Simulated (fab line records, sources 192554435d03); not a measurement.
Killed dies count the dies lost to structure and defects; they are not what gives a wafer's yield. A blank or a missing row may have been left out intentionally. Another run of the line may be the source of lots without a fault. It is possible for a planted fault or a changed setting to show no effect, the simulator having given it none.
fab line records	flow n5_finfet	part 2 of 2: steps 5 to 6 of 6
record: lots: 23	wafers: 69	last_day: 18
route steps=1938 shown BEOL_M13@1674 BEOL_M14@1716
lots that met no fault: taken from a fault-free run of the same line
start_h: the number of hours between the record's first day and the start of the first shown wafer of the lot	wait_h: how many hours have passed since the lot's step before this one	" identical to the entry in the row above	L1.1+2: a row that stands for several wafers	- no value, or no start was given	* or withheld: withheld	< > ~ a bound
route shown NAME@n: a module of which the file shows steps, and the number in the route of the first	usual: mean and standard deviation over wafers with no fault	same: alike in all rows	chamber/n: place in a boat	sites: per-site readings	_std_site: their standard deviation	_edge_site: outer sites' mean less inner sites'	radius_mm: how far each site lies from the wafer's centre	mask NAME#n: copy n	behind: the most recent tool/chamber to have shaped the wafer	hold: cause of the lot's hold/its duration in hours/its outcome	device: whichever transistor did not switch (one of n, p or np)	end of line: the same wafers' tests at the end of the route	a step given without rows: its recipe and nothing more	killed: at the first sort, the dies lost to defects and structure; wafer yield is something else	map: dies across one wafer; x = killed, . = not, _ = none there
set.NAME: the setting that was run; set.NAME@STEP: the one run at that earlier step	model.NAME: the simulator's own value behind a step, which no gauge read
the route's steps for a sample of lots (tables are steps, rows are wafers)
services: a tool's chamber out of use, with start hour (start_h, from the record's first day; less than 0 if before it), hours out, and reason
== steps ==
step: N5_BEOL_M14_ETCH_68
recipe: chemistry: N2/H2	target: SOC	mask_material: SiARC	source_w: 3000	bias_w: 350	temp_c: 40	time_s: 450	ion_energy_ev: 200	pressure_mtorr: 30	n2_flow_sccm: 200	h2_flow_sccm: 200
usual: drypump_motor_current_A: 5.7/0.41	oes_product_au: 0.80/0.087	rf_vpp_V: 525.0/2.5	showerhead_plenum_p_Torr: 2.58/0.098	throttle_valve_pct: 17.69/0.24
same: time_s: 450
lot.wafer	tool	chamber	start_h	wait_h	drypump_motor_current_A	oes_product_au	rf_hours_counter_h	rf_vpp_V	showerhead_plenum_p_Torr	throttle_valve_pct
L074.1	rie_diel-03	3	248.53	0.1	6.0	0.82	99	524.4	2.56	17.58
L074.2	"	1	"	"	6.2	0.92	16	523.4	2.48	17.24
L074.3	"	0	"	"	5.4	0.95	10	528.6	2.73	17.61
L076.1	rie_diel-03	1	249.41	0.1	6.2	0.92	17	522.5	2.48	17.23
L076.4	"	2	"	"	5.6	0.73	165	524.6	2.51	17.64
L076.6	"	0	"	"	5.4	0.95	-	527.8	2.72	17.60
L075.1	rie_diel-01	3	261.65	0.1	5.8	0.67	233	525.4	2.61	18.35
L075.3	"	0	"	"	5.8	0.70	208	526.6	2.63	17.85
L075.4	"	2	"	"	5.1	0.84	76	520.7	2.45	17.40
L077.2	rie_diel-02	3	264.28	0.1	6.4	0.79	112	522.6	2.58	17.80
L077.4	"	3	"	"	6.4	0.79	-	524.2	2.58	17.78
L077.6	"	1	"	"	5.9	0.91	-	528.5	2.71	17.57
L078.1	rie_diel-03	1	270.94	0.1	6.2	0.89	24	522.6	2.48	17.24
L078.3	"	0	"	"	5.4	0.92	19	529.9	2.72	17.63
L078.4	"	1	"	"	6.2	0.91	-	523.7	2.48	17.24
L079.2	rie_diel-02	3	293.11	0.1	6.4	0.78	122	524.6	2.57	17.81
L079.3	"	2	"	"	5.3	0.83	62	528.4	2.70	17.94
L079.6	"	1	"	"	5.9	0.89	-	529.2	2.71	17.59
L081.4	rie_diel-01	3	294.66	0.1	5.8	0.67	245	524.7	2.61	18.36
L081.5	"	3	"	"	5.8	0.66	-	526.1	2.61	18.36
L081.6	"	2	"	"	5.1	0.83	-	523.1	2.45	17.43
L082.1	rie_diel-03	1	297.41	0.1	6.2	0.89	34	522.7	2.47	17.28
L082.5	"	3	"	"	6.0	0.80	-	525.0	2.55	17.61
L082.6	"	1	"	"	6.2	0.89	-	522.5	2.47	17.27
L083.2	rie_diel-01	0	307.88	0.1	5.8	0.68	222	524.7	2.63	17.87
L083.4	"	2	"	"	5.1	0.82	92	521.9	2.45	17.43
L083.6	"	3	"	"	5.7	0.65	-	524.7	2.61	18.37
L080.1	rie_diel-03	1	308.30	0.1	6.2	0.88	38	521.9	2.47	17.27
L080.3	"	2	"	"	5.6	0.71	186	524.3	2.50	17.68
L080.6	"	1	"	"	6.2	0.87	-	522.2	2.47	17.27
L084.1	rie_diel-02	1	316.90	0.1	5.9	0.87	39	528.1	2.70	17.57
L084.3	"	3	"	"	6.4	0.77	129	524.8	2.57	17.81
L084.4	"	2	"	"	5.3	0.82	69	528.2	2.70	17.93
L085.1	rie_diel-02	1	317.48	0.1	5.9	0.87	40	527.7	2.70	17.59
L085.3	"	2	"	"	5.3	0.81	69	527.4	2.70	17.94
L085.5	"	2	"	"	5.3	0.82	-	526.7	2.70	17.95
L086.1	rie_diel-01	2	320.39	0.1	5.1	0.80	97	521.2	2.44	17.44
L086.3	"	0	"	"	5.8	0.67	227	526.5	2.63	17.87
L086.5	"	1	"	"	6.1	0.70	-	522.6	2.52	17.90
L087.2	rie_diel-02	2	323.33	0.1	5.3	0.82	72	527.0	2.70	17.95
L087.5	"	2	"	"	5.3	0.82	-	527.3	2.70	17.96
L087.6	"	3	"	"	6.4	0.76	-	525.0	2.57	17.81
L088.1	rie_diel-03	1	333.09	0.1	6.1	0.86	50	522.5	2.47	17.28
L088.3	"	2	"	"	5.6	0.70	198	524.0	2.49	17.69
L088.5	"	0	"	"	5.4	0.88	-	528.3	2.71	17.68
L090.1	rie_diel-01	1	341.35	0.1	6.1	0.69	245	522.2	2.51	17.92
L090.5	"	3	"	"	5.8	0.97	-	526.1	2.60	17.86
L090.6	"	0	"	"	5.8	0.68	-	525.6	2.62	17.91
L089.1	rie_diel-03	3	346.31	0.1	6.0	0.79	127	524.6	2.54	17.65
L089.2	"	2	"	"	5.6	0.69	203	522.1	2.49	17.70
L089.6	"	3	"	"	6.0	0.79	-	524.6	2.54	17.67
L092.1	rie_diel-03	3	358.58	0.1	6.0	0.79	131	523.9	2.54	17.63
L092.3	"	1	"	"	6.1	0.83	60	522.4	2.46	17.32
L092.4	"	0	"	"	5.4	0.87	46	527.0	2.71	17.67
L093.2	rie_diel-02	3	366.91	0.1	6.4	0.75	146	523.6	2.56	17.83
L093.4	"	2	"	"	5.3	0.80	87	526.9	2.69	17.99
L093.5	"	0	"	"	5.0	0.87	-	528.9	2.71	17.70
L095.3	rie_diel-01	3	373.36	0.1	5.8	0.93	16	524.9	2.60	17.88
L095.4	"	2	"	"	5.1	0.79	-	521.0	2.43	17.49
L095.6	"	3	"	"	5.8	0.92	-	525.8	2.60	17.89
L091.1	rie_diel-01	0	376.31	0.1	5.8	0.66	251	526.1	2.62	17.93
L091.5	"	3	"	"	5.8	0.93	-	525.9	2.60	17.90
L091.6	"	0	"	"	5.8	0.66	-	524.5	2.62	17.94
L094.2	rie_diel-02	0	378.49	0.1	5.1	0.87	28	526.9	2.71	17.70
L094.4	"	2	"	"	5.3	0.80	91	528.1	2.69	18.00
L094.6	"	3	"	"	6.4	0.75	-	525.0	2.56	17.84
L096.1	rie_diel-03	2	397.38	0.1	5.6	0.68	219	522.5	2.49	17.73
L096.5	"	2	"	"	5.5	0.68	-	522.8	2.49	17.72
L096.6	"	1	"	"	6.1	0.82	-	522.1	2.46	17.34
step: N5_BEOL_M14_ETCH_38
recipe: chemistry: CF4/N2	target: SiCN	target_depth_a: 1065	taper_deg: 2	time_s: 120.6	ion_energy_ev: 150	mask_material: SiO2	pressure_mtorr: 40	source_w: 430	bias_w: 70	Ar_flow_sccm: 100	cf4_flow_sccm: 60	n2_flow_sccm: 60
usual: cf4_flow_sccm: 59.99/0.17	drypump_motor_current_A: 5.7/0.43	oes_product_au: 0.80/0.085	rf_vpp_V: 383.3/2	showerhead_plenum_p_Torr: 2.24/0.08	throttle_valve_pct: 15.39/0.25
same: time_s: 120.6
lot.wafer	tool	chamber	start_h	wait_h	cf4_flow_sccm	drypump_motor_current_A	oes_product_au	rf_hours_counter_h	rf_vpp_V	showerhead_plenum_p_Torr	throttle_valve_pct
L074.1	rie_diel-02	2	-	-	59.95	5.3	0.87	46	385.7	2.36	15.54
L074.2	"	3	"	"	60.06	6.4	0.82	106	381.3	2.23	15.36
L074.3	"	1	"	"	60.10	5.9	0.92	18	386.3	2.35	15.24
L076.1	rie_diel-03	1	-	-	60.01	6.2	0.92	17	382.1	2.15	14.83
L076.4	"	0	"	"	59.94	5.4	0.92	11	385.8	2.33	15.12
L076.6	"	3	"	"	59.47	6.0	0.80	-	383.1	2.23	15.35
L075.1	rie_diel-02	3	-	-	60.26	6.4	0.82	111	384.7	2.23	15.37
L075.3	"	1	"	"	60.19	5.9	0.90	22	384.6	2.34	15.22
L075.4	"	3	"	"	60.08	6.4	0.81	-	382.5	2.23	15.37
L077.2	rie_diel-03	2	-	-	59.82	5.6	0.71	171	382.7	2.21	15.64
L077.4	"	3	"	"	59.82	6.0	0.79	106	382.3	2.23	15.36
L077.6	"	3	"	"	59.81	6.0	0.80	-	383.2	2.23	15.37
L078.1	rie_diel-03	1	-	-	59.86	6.2	0.90	26	381.0	2.15	14.85
L078.3	"	0	"	"	60.03	5.4	0.89	21	386.6	2.32	15.13
L078.4	"	3	"	"	59.91	6.0	0.78	108	383.1	2.23	15.36
L079.2	rie_diel-01	1	-	-	59.98	6.1	0.70	228	381.6	2.17	15.54
L079.3	"	3	"	"	60.15	5.8	0.68	246	383.8	2.26	15.94
L079.6	"	0	"	"	60.01	5.8	0.66	-	385.1	2.29	15.74
L081.4	rie_diel-01	1	-	-	60.18	6.1	0.69	229	382.9	2.17	15.55
L081.5	"	2	"	"	59.93	5.1	0.84	-	379.0	2.12	15.17
L081.6	"	1	"	"	60.26	6.1	0.68	-	384.2	2.17	15.55
L082.1	rie_diel-02	1	-	-	59.95	5.9	0.87	36	384.8	2.34	15.27
L082.5	"	3	"	"	60.05	6.4	0.80	-	383.5	2.23	15.42
L082.6	"	2	"	"	59.90	5.3	0.85	-	384.5	2.35	15.55
L083.2	rie_diel-01	1	-	-	59.92	6.0	0.69	232	382.2	2.17	15.53
L083.4	"	2	"	"	59.77	5.1	0.83	93	381.3	2.12	15.17
L083.6	"	1	"	"	60.11	6.1	0.70	-	381.1	2.17	15.55
L080.1	rie_diel-03	0	-	-	59.94	5.4	0.89	26	384.1	2.32	15.13
L080.3	"	2	"	"	60.21	5.6	0.70	187	383.6	2.21	15.66
L080.6	"	0	"	"	60.08	5.4	0.89	-	385.4	2.32	15.13
L084.1	rie_diel-02	3	-	-	59.77	6.4	0.80	132	381.8	2.23	15.42
L084.3	"	1	"	"	59.69	5.9	0.87	42	385.0	2.34	15.28
L084.4	"	1	"	"	59.86	5.9	0.87	-	385.9	2.34	15.27
L085.1	rie_diel-01	2	-	-	59.63	5.2	0.82	99	380.9	2.12	15.18
L085.3	"	1	"	"	60.02	6.1	0.69	237	382.0	2.17	15.57
L085.5	"	2	"	"	60.13	5.1	0.82	-	381.3	2.12	15.17
L086.1	rie_diel-02	3	-	-	59.99	6.4	0.78	132	381.2	2.23	15.42
L086.3	"	2	"	"	60.04	5.3	0.83	72	386.3	2.35	15.57
L086.5	"	1	"	"	60.41	5.9	0.86	-	385.8	2.34	15.27
L087.2	rie_diel-01	0	-	-	60.12	5.8	0.65	230	383.0	2.28	15.76
L087.5	"	2	"	"	59.79	5.2	0.82	-	381.3	2.12	15.19
L087.6	"	0	"	"	60.13	5.8	0.66	-	384.3	2.28	15.75
L088.1	rie_diel-03	1	-	-	59.97	6.2	0.85	52	380.6	2.14	14.89
L088.3	"	2	"	"	60.55	5.6	0.69	201	382.0	2.20	15.71
L088.5	"	1	"	"	59.90	6.1	0.85	-	380.3	2.14	14.88
L090.1	rie_diel-03	0	-	-	59.78	5.4	0.85	40	386.0	2.31	15.14
L090.5	"	0	"	"	59.86	5.3	0.85	-	385.4	2.32	15.16
L090.6	"	1	"	"	59.90	6.2	0.85	-	382.4	2.14	14.90
L089.1	rie_diel-03	2	-	-	60.00	5.6	0.68	204	382.4	2.20	15.71
L089.2	"	3	"	"	59.95	6.0	0.77	128	383.0	2.22	15.42
L089.6	"	0	"	"	59.79	5.4	0.85	-	386.4	2.31	15.17
L092.1	rie_diel-01	0	-	-	59.90	5.8	0.64	244	385.2	2.28	15.78
L092.3	"	2	"	"	60.20	5.1	0.80	115	380.2	2.11	15.21
L092.4	"	2	"	"	60.11	5.1	0.80	-	380.0	2.11	15.21
L093.2	rie_diel-01	3	-	-	59.67	5.7	0.96	16	385.1	2.25	15.43
L093.4	"	0	"	"	60.18	5.8	0.63	-	382.6	2.28	15.78
L093.5	"	3	"	"	59.68	5.8	0.96	-	382.7	2.25	15.45
L095.3	rie_diel-02	0	-	-	60.11	5.1	0.87	27	386.6	2.33	15.25
L095.4	"	1	"	"	59.87	5.9	0.83	62	384.1	2.33	15.32
L095.6	"	1	"	"	59.95	5.9	0.84	-	384.8	2.33	15.32
L091.1	rie_diel-02	2	-	-	59.90	5.3	0.83	91	384.6	2.34	15.62
L091.5	"	0	"	"	60.00	5.0	0.88	-	385.4	2.33	15.25
L091.6	"	3	"	"	59.85	6.4	0.78	-	383.2	2.22	15.46
L094.2	rie_diel-02	1	-	-	60.17	5.9	0.83	64	384.9	2.33	15.32
L094.4	"	3	"	"	59.91	6.4	0.77	151	383.3	2.22	15.46
L094.6	"	2	"	"	60.19	5.3	0.82	-	385.1	2.34	15.61
L096.1	rie_diel-01	3	-	-	60.00	5.8	0.93	28	383.5	2.25	15.46
L096.5	"	3	"	"	60.10	5.8	0.93	-	386.4	2.25	15.47
L096.6	"	2	"	"	59.74	5.1	0.78	-	380.5	2.11	15.25
== services ==
tool	chamber	start_h	hours	kind
rie_diel-01	0	227.96	4.4	repair
plasma_asher-01	-	229.68	3.8	repair
rie_diel-01	0	265.24	2.7	repair
rie_diel-05	2	268.41	8.9	repair
rie_diel-03	3	269.14	2.9	repair
pecvd-02	0	269.66	11.3	repair
pecvd-03	-	270.66	0.8	pm
rie_diel-03	0	276.55	9.1	repair
pecvd-03	-	278.96	2.8	pm
rie_diel-04	0	281.69	8.8	repair
rie_diel-03	0	288.37	9.7	repair
pecvd-02	1	291.40	27.1	repair
rie_diel-06	3	296.55	2.8	repair
rie_diel-02	-	297.79	0.4	repair
pecvd-02	-	301.70	28.1	pm
rie_diel-05	1	307.24	4.8	repair
rie_diel-03	3	317.24	16.4	repair
rie_diel-02	0	318.32	7.6	repair
rie_diel-06	1	338.64	6.6	repair
plasma_asher-02	-	344.06	1.2	repair
rie_diel-04	0	351.31	15.8	repair
rie_diel-06	0	367.43	7.2	repair
rie_diel-06	3	369.77	1.9	repair
rie_diel-04	1	388.08	15.1	repair
